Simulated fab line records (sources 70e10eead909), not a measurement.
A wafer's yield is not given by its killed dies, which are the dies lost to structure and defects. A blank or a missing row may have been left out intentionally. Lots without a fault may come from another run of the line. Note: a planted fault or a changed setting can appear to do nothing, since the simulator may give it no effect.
A struck lot beside a sound one :: flow nand-harc :: 15 out of 1302 route steps
Sound: these wafers, L577.1, L577.4, L577.6. Struck: wafers L571.1, L571.2, L571.4. Last of all comes the cause.
Per side, at each step with rows, come the tool, then ch with its chambers, and then its first start. Under that, the readings that differ: sound wafers :: struck wafers :: difference of the means :: sigmas: that difference in standard deviations of wafers without a fault.
alike: same words and numbers on both sides, and readings whose means sit less than 2 such deviations apart. not compared: any withheld reading, any reading some wafer has no value for, any bound like >300 that may hide the same value, and any number with overlapping values for which the record gives no deviation.
A row with sigmas, a row that says differs or no value, or rows on one side alone: a step with any of these is where the two part. Numbers that have no deviation but don't overlap get no sigmas and don't part them. A reading missing from all wafers of one side parts the sides only when that side holds two or more wafers.

first, 1 step without rows for these wafers: NHARC_A_CHANNEL_HOLE_D2_SRD_30.
NHARC_A_CHANNEL_HOLE_D2_CD_MEAS_31:
  sound on cd-sem-03 at day 22 04:41; struck on cd-sem-01 at day 19 11:44
  alike: cd-nm
NHARC_A_CHANNEL_HOLE_D2_XSEM_32:
  sound on xsem-02 ch 0, day 22 04:46; struck on xsem-02 ch 0, day 19 11:50
  alike: bot-cd-nm, bow-nm, tilt-deg
NHARC_A_CHANNEL_HOLE_D2_INSPECT_40:
  sound on defect-inspect-01 at day 22 04:52; struck on defect-inspect-02 at day 19 11:56
  alike: raw-defect-count
then, 2 steps without rows for these wafers: NHARC_A_CHANNEL_FILL_D2_PRECLEAN_00 (cleans in SC1); NHARC_A_CHANNEL_FILL_D2_SRD_01.
NHARC_A_CHANNEL_FILL_D2_ALD_02: deposits SiO2, target thk 6 nm, pulse time 10 s, ald cycles 60.
  sound on ald-hk-01 ch 0,1,3, day 22 05:13; struck on ald-hk-03 ch 0,1,2, day 19 12:07
  alike: heater-power-w, precursor-pulse-height-rel
then, 2 steps without rows for these wafers: NHARC_A_CHANNEL_FILL_D2_ALD_03 (deposits SiNx, target thk 6 nm, pulse time 60 s, ald cycles 58); NHARC_A_CHANNEL_FILL_D2_ALD_14 (deposits SiO2, target thk 2.5 nm, pulse time 10 s, ald cycles 25).
NHARC_A_CHANNEL_FILL_D2_ALD_15: deposits SiNx, target thk 2 nm, pulse time 60 s, ald cycles 19.
  sound on ald-sin-batch-03 ch 0; struck on ald-sin-batch-02 ch 0
  alike: precursor-pulse-height-rel
NHARC_A_CHANNEL_FILL_D2_ALD_16: deposits SiO2, target thk 1.5 nm, pulse time 10 s, ald cycles 15.
  sound on ald-hk-03 ch 0,3, day 22 17:17; struck on ald-hk-03 ch 0,1,3, day 19 23:23
  alike: heater-power-w, precursor-pulse-height-rel
then, 1 step without rows for these wafers: NHARC_A_CHANNEL_FILL_D2_ANNEAL_17 (time 1800 s).
NHARC_A_CHANNEL_FILL_D2_CVD_18: deposits poly-Si, target thk 3 nm.
  sound on lpcvd-poly-02 ch 0, day 23 03:10; struck on lpcvd-poly-04, day 20 08:55
  no value came back on the struck wafers for spike-tc-bottom-C (C), spike-tc-centre-C (C), spike-tc-lower-C (C), zone-power-upper-pct (%); on the sound wafers spike-tc-bottom-C (C) reads 570.0 570.1 570.6
NHARC_A_CHANNEL_FILL_D2_ETCHBACK_19: etches the open film in HBr/Cl2, target depth 5 nm, time 1.7 s.
  sound on rie-si-01 ch 1,2, day 23 05:14; struck on rie-si-06 ch 1,2,3, day 20 10:56
  alike: drypump-motor-current-A, oes-product-au, throttle-valve-pct
  not compared: rf-hours-counter-h
-- jump in the record: it breaks off in module A_CHANNEL_FILL_D2 and resumes in module END (first step shown: number 1302 of the route), and 10 days separate the struck wafers' starts before and after --
NHARC_END_SORT_01:
  only the struck wafers appear in the record here, on prober-02 ch 0 at day 30 02:35; the sound ones have no rows

## WHERE THEY PART
First at NHARC_A_CHANNEL_FILL_D2_CVD_18; last, within this record, at NHARC_END_SORT_01.

WHY: what had been put in by the simulator
Step skipped in full: lpcvd-poly-04, at NHARC_A_CHANNEL_FILL_D2_CVD_18, from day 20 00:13 onward. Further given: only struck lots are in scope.
